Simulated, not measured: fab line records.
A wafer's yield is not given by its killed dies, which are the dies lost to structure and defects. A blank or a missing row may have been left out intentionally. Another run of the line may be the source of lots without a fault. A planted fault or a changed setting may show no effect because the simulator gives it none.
fab line records	flow n5_finfet
[record] lots = 4	wafers = 11	last_day = 18
route steps=1938 shown HKMG_FIN@409 BEOL_M4@1111 PASSIVATION@1936
lots that met no fault: taken from a fault-free run of the same line
start_h: hours from the record's opening day to when the first of the lot's shown wafers began	wait_h: hours from the lot's prior step to this one	" the same as in the row above	L1.1+2: one row covering several wafers at once	- no value, or no start given	* or withheld: withheld	< > ~ a bound
route shown NAME@n: names a module that has steps shown in the file, with the first one's number in the route	usual: average and standard deviation across the fault-free wafers	same: alike in all rows	chamber/n: place in a boat	sites: per-site readings	_std_site: how widely they spread, as a standard deviation	_edge_site: outer sites' mean less inner sites'	radius_mm: how far each site lies from the wafer's centre	mask NAME#n: copy n	behind: the tool/chamber that last shaped the wafer	hold: the reason the lot was held/the length of the hold in hours/how it ended	device: whichever transistor did not switch (one of n, p or np)	end of line: the route-end tests of the same wafers	a step given without rows: its recipe and nothing more	killed: the dies lost at the first sort to structure and to defects; this is not the yield of the wafer	map: shows each die of a wafer: x if killed, . if not, _ if none is there
set.NAME: the setting as run; set.NAME@STEP: as run at that earlier step	model.NAME: the simulator's own value behind a step, which no gauge read
lots at some steps of the route; a table a step, a row a wafer
services: a tool's chamber out of use, with start hour (start_h, from the record's first day; less than 0 if before it), hours out, and reason
[[steps]]
[step N5_HKMG_FIN_STRIP_60]
[recipe] chemistry = N2/H2	power_w = 2500	temp_c = 300	h2_frac = 0.65	time_s = 360	pressure_mtorr = withheld	n2_flow_sccm = 1750	h2_flow_sccm = 3250
[step N5_HKMG_FIN_WET_ETCH_77]
[recipe] chemistry = dHCl	mix = 1:10000	temp_c = 25	target = La2O3	stop_on = HfO2	target_depth_nm = 2
[step N5_HKMG_FIN_WET_ETCH_78]
[recipe] chemistry = dNH4OH	mix = 1:50	temp_c = 25	target = Al2O3	stop_on = La2O3	target_depth_nm = 4.5	dry = ipa_marangoni	rinse_time_s = 30	rinse_temp_c = 23
[step N5_HKMG_FIN_ALD_79]
[recipe] material = TiN	target_thk_a = 15	temp_c = 400	ald_precursor_family = TiCl4	ald_co_reactant = NH3	pulse_time_s = 1	purge_time_s = 3	co_reactant_purge_time_s = 2	co_reactant_pulse_time_s = 2	ald_cycles = 68	pressure_torr = 3
[step N5_HKMG_FIN_CVD_62]
[recipe] material = a-Si	target_thk_a = 30	temp_c = 500	precursor = Si2H6	pressure_torr = 1	time_s = 20.8
[step N5_HKMG_FIN_RTA_80]
[recipe] temp_c = withheld	time_s = 2	ambient = N2	idle_temp_c = 600	ramp_up_c_per_s = 150	ramp_down_c_per_s = 60	cool_to_c = 600
[step N5_HKMG_FIN_PRECLEAN_64]
[recipe] chemistry = dHF	time_s = 30	temp_c = 25	dilution = withheld
[step N5_HKMG_FIN_WET_ETCH_65]
[recipe] chemistry = TMAH	temp_c = 70	conc_wt_pct = 5	target = a-Si	stop_on = TiN	time_s = 49	target_depth_nm = 3
[step N5_HKMG_FIN_WET_ETCH_81]
[recipe] chemistry = SC1	target = TiN	stop_on = HfO2	mix = 1:1:5	temp_c = 60	time_s = 57	target_depth_nm = 6
[step N5_HKMG_FIN_WET_ETCH_82]
[recipe] chemistry = dHCl	mix = 1:10000	temp_c = 25	target = La2O3	stop_on = HfO2	target_depth_nm = 2	dry = ipa_marangoni	rinse_time_s = 30	rinse_temp_c = 23
[step N5_HKMG_FIN_ALD_36]
[recipe] material = TiN	target_thk_a = 10	temp_c = 400	ald_precursor_family = TiCl4	ald_co_reactant = NH3	pulse_time_s = 1	purge_time_s = 3	co_reactant_purge_time_s = 2	co_reactant_pulse_time_s = 2	ald_cycles = 47	pressure_torr = 3
[step N5_HKMG_FIN_PWFM_ALD_03]
[recipe] material = TiN	target_thk_a = 20	temp_c = 400	ald_precursor_family = TiCl4	ald_co_reactant = NH3	pulse_time_s = 1	purge_time_s = 3	co_reactant_purge_time_s = 2	co_reactant_pulse_time_s = 2	ald_cycles = 91	pressure_torr = 3
[usual] ald_cycles = 91/0	chamber_pressure_Torr = 3.000/0.0062	heater_power_w = 872/110	precursor_pulse_height_rel = 0.997/0.022
lot.wafer	tool	chamber	start_h	wait_h	ald_cycles	chamber_pressure_Torr	heater_power_w	precursor_pulse_height_rel
L557.1	ald_metal-01	0	85.21	0.0	91	2.998	951	1.027
L557.3	"	3	"	"	91	3.001	941	1.004
L557.4	"	2	"	"	91	2.998	1116	0.988
L574.1	ald_metal-03	0	182.87	0.0	-	-	-	-
L574.3	"	1	"	"	-	-	-	-
L574.5	"	3	"	"	-	-	-	-
L575.2	ald_metal-01	2	188.46	0.0	-	-	-	-
L575.3	"	1	"	"	-	-	-	-
L575.4	"	3	"	"	-	-	-	-
L576.1	ald_metal-02	0	195.87	0.0	91	2.999	689	0.989
L576.4	"	2	"	"	91	3.012	752	1.001
[step N5_HKMG_FIN_COAT_29]
[recipe] resist = SOC	temp_c = 250	time_s = 60	spin_rpm = 1500	resist_thk_nm = 300
[step N5_HKMG_FIN_COAT_30]
[recipe] resist = SiARC	temp_c = 220	time_s = 60	spin_rpm = 1500	resist_thk_nm = 35
[step N5_HKMG_FIN_COAT_06]
[recipe] resist = CAR-ArF	spin_rpm = 1500	resist_thk_nm = 90
[step N5_HKMG_FIN_EBR_08]
[recipe] solvent = PGMEA	ebr_width_mm = 1.5
[step N5_HKMG_FIN_SOFTBAKE_07]
[recipe] temp_c = 110	time_s = 60	resist = CAR-ArF
[step N5_HKMG_FIN_EXPOSE_09]
[recipe] mask_id = NWFM	na = 1.35	source_shape = conventional	sigma_outer = 0.8	polarization = unpolarized	dose_mj = 39.25
[step N5_HKMG_FIN_PEB_10]
[recipe] peb_temp_c = withheld	peb_time_s = 60	resist = CAR-ArF
[step N5_HKMG_FIN_DEVELOP_11]
[recipe] develop_time_s = 30	developer = TMAH	resist = CAR-ArF	dev_temp_c = 23	rinse_liquid = diw	dry = air_spin
[step N5_HKMG_FIN_DESCUM_17]
[recipe] chemistry = O2	time_s = 7.9	source_power_w = 50	bias_power_w = 20	pressure_mtorr = 20	rf_frequency_hz = 2.712e+07	temp_c = 40	resist = CAR-ArF	o2_flow_sccm = 225
[step N5_HKMG_FIN_ETCH_31]
[recipe] chemistry = CF4	target = SiARC	target_depth_a = 455	mask_material = CAR-ArF	time_s = 75.8	ion_energy_ev = 80	pressure_mtorr = 40	source_w = 545	bias_w = 36	Ar_flow_sccm = 100	cf4_flow_sccm = 100	ends = cleared
[step N5_HKMG_FIN_ETCH_32]
[recipe] chemistry = N2/H2	target = SOC	target_depth_a = 2400	temp_c = 40	time_s = 300	ion_energy_ev = 200	mask_material = SiARC	pressure_mtorr = 30	source_w = 840	bias_w = 150	n2_flow_sccm = 200	h2_flow_sccm = 200
[step N5_HKMG_FIN_STRIP_33]
[recipe] chemistry = N2/H2	temp_c = 40	n2_flow_sccm = 200	h2_flow_sccm = 200	rf_frequency_hz = 6e+07
[step N5_HKMG_FIN_STRIP_34]
[recipe] chemistry = CF4	resist = SiARC	power_w = 300	bias_power_w = 75	pressure_mtorr = 50	cf4_flow_sccm = 150	rf_frequency_hz = 6e+07
[step N5_HKMG_FIN_ETCH_35]
[recipe] chemistry = N2/H2	target = SOC	target_depth_a = 2158	ion_energy_ev = 65	bias_w = 5	source_w = 3000	time_s = 243.4	pressure_mtorr = 30	n2_flow_sccm = 200	h2_flow_sccm = 200
[step N5_HKMG_FIN_STRIP_92]
[recipe] chemistry = N2/H2	material = SOC	time_s = 20	power_w = 500	temp_c = 40	pressure_mtorr = 50	rf_frequency_hz = 6e+07	bias_power_w = 8	h2_frac = 0.5	n2_flow_sccm = 300	h2_flow_sccm = 300
[step N5_HKMG_FIN_WET_ETCH_18]
[recipe] chemistry = SC1	target = TiN	mix = 1:1:5	temp_c = *	time_s = 55	target_depth_nm = 5.2	dry = ipa_marangoni	rinse_time_s = 30	rinse_temp_c = 23
[step N5_HKMG_FIN_STRIP_19]
[recipe] chemistry = N2/H2	power_w = 2500	temp_c = 300	h2_frac = 0.65	time_s = 360	pressure_mtorr = withheld	n2_flow_sccm = 1750	h2_flow_sccm = 3250
[step N5_HKMG_FIN_ALD_91]
[recipe] material = TiN	target_thk_a = 10	temp_c = 400	ald_precursor_family = TiCl4	ald_co_reactant = NH3	pulse_time_s = 1	purge_time_s = 3	co_reactant_purge_time_s = 2	co_reactant_pulse_time_s = 2	ald_cycles = 47	pressure_torr = 3
[step N5_HKMG_FIN_COAT_85]
[recipe] resist = SOC	temp_c = 250	time_s = 60	spin_rpm = 1500	resist_thk_nm = 300
[step N5_HKMG_FIN_ETCH_86]
[recipe] chemistry = N2/H2	target = SOC	target_depth_a = 3932	stop_on = TiN	ion_energy_ev = 100	bias_w = 61	pressure_mtorr = 30	source_w = 850	n2_flow_sccm = 200	h2_flow_sccm = 200
[step N5_HKMG_FIN_STRIP_89]
[recipe] chemistry = N2/H2	material = SOC	time_s = 20	power_w = 500	temp_c = 40	pressure_mtorr = 50	rf_frequency_hz = 6e+07	bias_power_w = 8	h2_frac = 0.5	n2_flow_sccm = 300	h2_flow_sccm = 300
[step N5_HKMG_FIN_WET_ETCH_87]
[recipe] chemistry = SC1	target = TiN	mix = 1:2:40	temp_c = 50	time_s = 154.2	target_depth_nm = 4.7	dry = ipa_marangoni	rinse_time_s = 30	rinse_temp_c = 23
[step N5_HKMG_FIN_STRIP_88]
[recipe] chemistry = N2/H2	power_w = 2500	temp_c = 300	h2_frac = 0.65	time_s = 360	pressure_mtorr = withheld	n2_flow_sccm = 1750	h2_flow_sccm = 3250
[step N5_HKMG_FIN_NWFM_ALD_20]
[recipe] material = TiAlC	target_thk_a = 20	temp_c = 300	ald_precursor_family = TiCl4	ald_co_reactant = TEA	pulse_time_s = 3	purge_time_s = 2	co_reactant_purge_time_s = 2	co_reactant_pulse_time_s = 10	ald_cycles = 7	pressure_torr = 3
[step N5_HKMG_FIN_ALD_71]
[recipe] material = TiN	target_thk_a = 10	temp_c = 400	ald_precursor_family = TiCl4	ald_co_reactant = NH3	pulse_time_s = 1	purge_time_s = 3	co_reactant_purge_time_s = 2	co_reactant_pulse_time_s = 2	ald_cycles = 47	pressure_torr = 3
[step N5_HKMG_FIN_COAT_66]
[recipe] resist = SOC	temp_c = 250	time_s = 60	spin_rpm = 1500	resist_thk_nm = 300
[step N5_BEOL_M4_RC_MEAS_101]
[usual] DIBL_N = 36.5/2.2	DIBL_P = 36.9/2.9	IOFF_N = 0.17/0.044	IOFF_P = 0.22/0.052	IOFF_P_85C = 3.8/0.76	IOFF_P_LIN = 0.103/0.019	IOFF_P_LONG = 0.000104/9.8e-06	ION_N = 671/16	ION_P = 461/10	SS_N = 71.6/0.73	SS_P = 73.5/0.79	VT_N = 250/4.1	VT_P = -250/4.1	VT_P_LONG = -275/3.1	VT_P_LVT = -98/4
lot.wafer	tool	chamber	start_h	wait_h	DIBL_N[mV/V]	DIBL_P[mV/V]	IOFF_N[nA/um]	IOFF_P[nA/um]	IOFF_P_85C[nA/um]	IOFF_P_LIN[nA/um]	IOFF_P_LONG[nA/um]	ION_N[uA/um]	ION_P[uA/um]	SS_N[mV/dec]	SS_P[mV/dec]	VT_N[mV]	VT_P[mV]	VT_P_LONG[mV]	VT_P_LVT[mV]
L557.1	prober-02	0	196.37	0.0	34.3	33.6	0.11	0.16	3.0	0.085	0.000116	662	454	71.5	72.3	253	-252	-273	-102
L557.3	"	0	"	"	39.4	41.3	0.24	0.30	5.0	0.130	0.000121	691	467	72.9	73.6	245	-245	-271	-94
L557.4	"	0	"	"	34.4	34.4	0.12	0.19	3.4	0.093	0.000104	660	456	70.8	73.4	253	-251	-274	-101
L575.2	prober-02	0	297.00	0.2	36.8	38.2	0.19	0.00	0.1	0.002	4.3e-05	680	298	71.8	73.5	244	-358	-383	-207
L575.3	"	0	"	"	37.6	38.7	0.19	0.00	0.1	0.002	4e-05	680	298	71.8	73.1	246	-359	-386	-207
L575.4	"	0	"	"	39.2	41.0	0.22	0.01	0.2	0.002	5.4e-05	667	292	71.8	74.0	247	-357	-387	-207
L574.1	prober-01	0	297.06	0.0	37.6	37.8	0.17	0.00	0.1	0.002	4e-05	676	295	72.3	73.3	249	-363	-388	-212
L574.3	"	0	"	"	37.8	39.2	0.18	0.00	0.1	0.002	4.3e-05	687	302	72.4	73.8	248	-359	-386	-208
L574.5	"	0	"	"	37.9	39.6	0.18	0.00	0.1	0.002	5.2e-05	679	308	71.4	74.0	246	-357	-387	-206
L576.1	prober-02	0	315.57	0.0	37.2	37.1	0.19	0.28	4.8	0.132	0.000123	680	470	71.5	74.5	248	-243	-268	-90
L576.4	"	0	"	"	37.0	37.2	0.19	0.28	4.7	0.131	0.00012	690	481	71.4	74.3	248	-241	-268	-90
[step N5_PASSIVATION_PROBE_49]
[usual] defect_limited_yield = 91.3/1.4	killed_at_M0_to_M3 = 36/10	killed_at_M4_up = 13/5.4	killed_at_contacts = 12/5.3	killed_at_front_end = 39/10	killed_at_other = 3.2/2.7	killed_dies = 103/16	killed_on_rim = 13/4	killed_open = 68/13	killed_short = 33/6.6	sort_bin_5_function = 5.1/0.92	sort_bin_6_memory = 3.3/0.68	sort_bin_8_speed = 0.1/0.41	sort_n_pass = 1077/17	sort_yield_pct = 91.2/1.4
[same] gross_dies = 1180	killed_at_back_side = 0	sort_bin_4_leakage[%] = 0
lot.wafer	tool	chamber	start_h	wait_h	defect_limited_yield[%]	killed_at_M0_to_M3	killed_at_M4_up	killed_at_contacts	killed_at_front_end	killed_at_other	killed_dies	killed_on_rim	killed_open	killed_short	sort_bin_5_function[%]	sort_bin_6_memory[%]	sort_bin_8_speed[%]	sort_n_pass	sort_yield_pct[%]
L557.1	prober-02	-	307.74	0.0	92.1	26	22	11	28	6	93	12	67	26	4.5	3.2	0	1087	92.1
L557.3	prober-02	-	307.84	0.1	91.9	23	9	14	45	5	96	10	63	32	4.4	3.6	0	1084	91.9
L557.4	prober-02	-	307.89	0.2	90.4	32	22	11	45	3	113	13	81	32	5.5	3.6	0	1067	90.4
L575.2	prober-02	-	412.19	0.1	91.9	47	8	11	24	6	96	17	61	35	4.4	3.3	91.9	0	0
L575.3	prober-02	-	412.24	0.1	90.8	57	9	10	30	3	109	16	66	35	5.3	2.6	90.8	0	0
L575.4	prober-02	-	412.29	0.2	89.6	38	4	22	56	3	123	21	72	36	5.5	3.6	89.6	0	0
L574.1	prober-01	-	416.95	0.0	88.6	42	24	13	51	4	134	15	93	41	5.9	5.3	88.6	0	0
L574.3	prober-01	-	417.05	0.1	89.8	55	8	14	42	1	120	18	86	32	4.9	4.8	89.8	0	0
L574.5	prober-01	-	417.15	0.2	91.5	44	5	11	34	6	100	12	70	28	4.1	4.2	91.5	0	0
L576.1	prober-01	-	429.92	0.0	91.8	33	16	9	34	5	97	14	63	32	4.6	3.3	0	1083	91.8
L576.4	prober-01	-	430.07	0.2	89.7	39	22	12	46	2	121	23	80	36	6.4	3.4	0	1059	89.7
// killed by level:class
L557.1 BEOL_M4:geometric_particle:open=11 MOL_CONTACT_COAG:geometric_particle:open=9 BEOL_M0_SAQP:geometric_particle:open=8 DUMMY_GATE:geometric_particle:open=6 PASS1_CAP:geometric_particle:short=4 BEOL_M2:geometric_particle:open=4 BEOL_M3:geometric_particle:open=4 STARTING-WAFER:geometric_particle:open=4
L557.3 MOL_CONTACT_COAG:geometric_particle:open=12 STI_FIN_REVEAL:geometric_particle:open=11 FIN_SAQP:geometric_particle:short=7 BEOL_M0_SAQP:geometric_particle:short=6 BEOL_M0_SAQP:geometric_particle:open=6 BEOL_M1:geometric_particle:open=6 ILD0:geometric_particle:open=5 GATE_CUT:geometric_particle:open=4
L557.4 STI_FIN_REVEAL:geometric_particle:open=11 BEOL_M0_SAQP:geometric_particle:short=10 DUMMY_GATE:geometric_particle:open=9 MOL_CONTACT_COAG:geometric_particle:open=9 BEOL_M4:geometric_particle:open=9 FIN_SAQP:geometric_particle:open=6 BEOL_M1:geometric_particle:open=6 BEOL_M0_SAQP:geometric_particle:open=6
L575.2 BEOL_M0_SAQP:geometric_particle:short=12 BEOL_M0_SAQP:geometric_particle:open=11 MOL_CONTACT_COAG:geometric_particle:open=8 BEOL_M2:geometric_particle:short=7 BEOL_M2:geometric_particle:open=6 BEOL_M3:geometric_particle:open=5 FIN_SAQP:geometric_particle:open=4 ILD0:geometric_particle:open=4
L575.3 BEOL_M2:geometric_particle:open=18 BEOL_M3:geometric_particle:open=12 BEOL_M0_SAQP:geometric_particle:short=9 MOL_CONTACT_COAG:geometric_particle:open=8 BEOL_M0_SAQP:geometric_particle:open=6 HKMG_FIN:area_etch=6 STI_FIN_REVEAL:geometric_particle:open=5 BEOL_M1:geometric_particle:open=4
L575.4 MOL_CONTACT_COAG:geometric_particle:open=19 BEOL_M0_SAQP:geometric_particle:short=13 HKMG_FIN:area_etch=13 DUMMY_GATE:geometric_particle:open=11 FIN_SAQP:geometric_particle:open=8 STI_FIN_REVEAL:geometric_particle:open=7 BEOL_M0_SAQP:geometric_particle:open=6 BEOL_M3:geometric_particle:open=6
L574.1 FIN_SAQP:geometric_particle:open=15 BEOL_M3:geometric_particle:open=15 STI_FIN_REVEAL:geometric_particle:open=10 MOL_CONTACT_COAG:geometric_particle:open=10 BEOL_M4:geometric_particle:open=10 FIN_SAQP:geometric_particle:short=9 GATE_CUT:geometric_particle:short=5 BEOL_M0_SAQP:geometric_particle:open=5
L574.3 BEOL_M3:geometric_particle:open=17 BEOL_M1:geometric_particle:open=11 BEOL_M2:geometric_particle:open=10 FIN_SAQP:geometric_particle:short=9 MOL_CONTACT_COAG:geometric_particle:open=9 GATE_CUT:geometric_particle:open=7 FIN_SAQP:geometric_particle:open=5 GATE_CUT:geometric_particle:short=5
L574.5 BEOL_M3:geometric_particle:open=18 BEOL_M2:geometric_particle:open=9 MOL_CONTACT_COAG:geometric_particle:open=8 FIN_SAQP:geometric_particle:open=6 BEOL_M3:geometric_particle:short=6 STARTING-WAFER:geometric_particle:open=5 BEOL_M0_SAQP:geometric_particle:open=5 GATE_CUT:geometric_particle:short=4
L576.1 BEOL_M2:geometric_particle:open=10 BEOL_M4:geometric_particle:open=10 MOL_CONTACT_COAG:geometric_particle:open=8 BEOL_M0_SAQP:geometric_particle:short=8 FIN_SAQP:geometric_particle:open=7 FIN_SAQP:geometric_particle:short=6 STI_FIN_REVEAL:geometric_particle:open=6 STARTING-WAFER:geometric_particle:short=6
L576.4 BEOL_M4:geometric_particle:open=14 BEOL_M0_SAQP:geometric_particle:open=11 MOL_CONTACT_COAG:geometric_particle:open=10 BEOL_M0_SAQP:geometric_particle:short=8 STI_FIN_REVEAL:geometric_particle:open=7 BEOL_M1:geometric_particle:open=7 GATE_CUT:geometric_particle:short=5 FIN_SAQP:geometric_particle:open=4
// map L574.1 (x killed, . not)
_________________xx..........________________
______________...........x......_____________
___________x.....x.....x.........x.__________
__________.....x.x....x....x........_________
________............x................x_______
_______.......x.......x............x...______
______.....x..x.....................x..._____
_____...............x.............x......____
____.......................x...x....x.....___
___..........x.........x.x...x.......x.x...__
___.x..x..xx....................x..........__
__....x............x.....x.....x.........x.._
__.x.....x.........................x.......x_
_......x.x..........x.........x.........x....
_............x....x..........................
_............x......xx.x.....................
_..x....x..x...............x.x...............
_.............................xx.x...........
_......x...................x......x..........
_..x......x.........x...........x....x.......
_.......x...........x..........x.............
__.......xxx........x.........x............._
__.....x...................x.............x.._
___...x........x.x...............x.xx......__
___...x..x.......................x..xx.....__
____...............xxx.............xx..x.x___
_____...x.............x...x....x.........____
______x.............x..x................_____
_______x.x...x..........x..x......x....______
________....xxx...x........xx.....x..._______
__________.x..x..........x.......x.._________
___________..x....x........x..x..x.__________
______________..x....xx........._____________
_________________.....x...x..________________
// map L575.4 (x killed, . not)
_________________.x..........________________
______________.x....x..........x_____________
___________.....x...............x..__________
__________.........................._________
________...x.......x......x...x......._______
_______..........................x.....______
______..x...x....x......................_____
_____........x.........................x.____
____...x........x........x...x..x.......x.___
___.....................x.............xx..x__
___.........xx.............................__
__......x....x...x.............x........xx.._
__..........x...................xx.....x...._
_...x.............x..............x...........
_.x................................x.........
_x.....x.....x.......x.....x..........x......
_.........x....x.........................x..x
_..........x.......x............xx........x..
_...x.....................................x..
_..x....x....x..x.....x.................x..x.
_..x...x.....x....xx...x.x...........x.......
__.....x....x.....................x........x_
__............x........x.................x.._
___....x...x.x.x..........x.........x......__
___.......x.....x....x.x.x....x......x.....__
____.......x.....x......................x.___
_____.........x.......x..........x.....x.____
______.....x...................x.x......_____
_______................x...x.x.......x.______
________.................x.........x.._______
__________..x........x..........x..._________
___________x....................x.x__________
______________..x...x.x........._____________
_________________..x..xx.....________________
[[services]]
tool	chamber	start_h	hours	kind
ald_metal-03	0	69.48	4.2	repair
ald_metal-02	-	136.53	2.8	pm
[[key]]
[first_sign] step = N5_HKMG_FIN_PWFM_ALD_03	reading = tool_record	direction = missing
[effect] step = N5_BEOL_M4_RC_MEAS_101	reading = VT_P_LONG	direction = down	sigmas = 36	usual = -275	struck = -386
[effect] step = N5_BEOL_M4_RC_MEAS_101	reading = VT_P_LVT	direction = down	sigmas = 27	usual = -98	struck = -208
[effect] step = N5_BEOL_M4_RC_MEAS_101	reading = VT_P	direction = down	sigmas = 27	usual = -250	struck = -359
[effect] step = N5_BEOL_M4_RC_MEAS_101	reading = ION_P	direction = down	sigmas = 16	usual = 461	struck = 299
[effect] step = N5_BEOL_M4_RC_MEAS_101	reading = IOFF_P_LONG	direction = down	sigmas = 6	usual = 0.000104	struck = 4.5e-05
[effect] step = N5_BEOL_M4_RC_MEAS_101	reading = IOFF_P_LIN	direction = down	sigmas = 5.4	usual = 0.103	struck = 0.002
[effect] step = N5_BEOL_M4_RC_MEAS_101	reading = IOFF_P_85C	direction = down	sigmas = 4.8	usual = 3.8	struck = 0.1
[effect] step = N5_BEOL_M4_RC_MEAS_101	reading = IOFF_P	direction = down	sigmas = 4.2	usual = 0.22	struck = 0.00
[effect] step = N5_PASSIVATION_PROBE_49	reading = sort_bin_8_speed	direction = up	sigmas = 99+	usual = 0.1	struck = 90.4
met_at N5_HKMG_FIN_PWFM_ALD_03
struck_wafers L574.1,L574.3,L574.5,L575.2,L575.3,L575.4
[baseline_loss] step = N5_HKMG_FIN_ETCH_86	wafers = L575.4
onset_between 85.21 182.87
[fault] kind = skipped_step_whole	tool = ald_metal-01,ald_metal-03	chamber = -	onset_h = 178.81	steps = N5_HKMG_FIN_PWFM_ALD_03	scope = struck_lots_only
// baseline_loss: these wafers lose ten dies or more at that step, a loss of the line's own and not of a fault; the sort's usual values leave them out
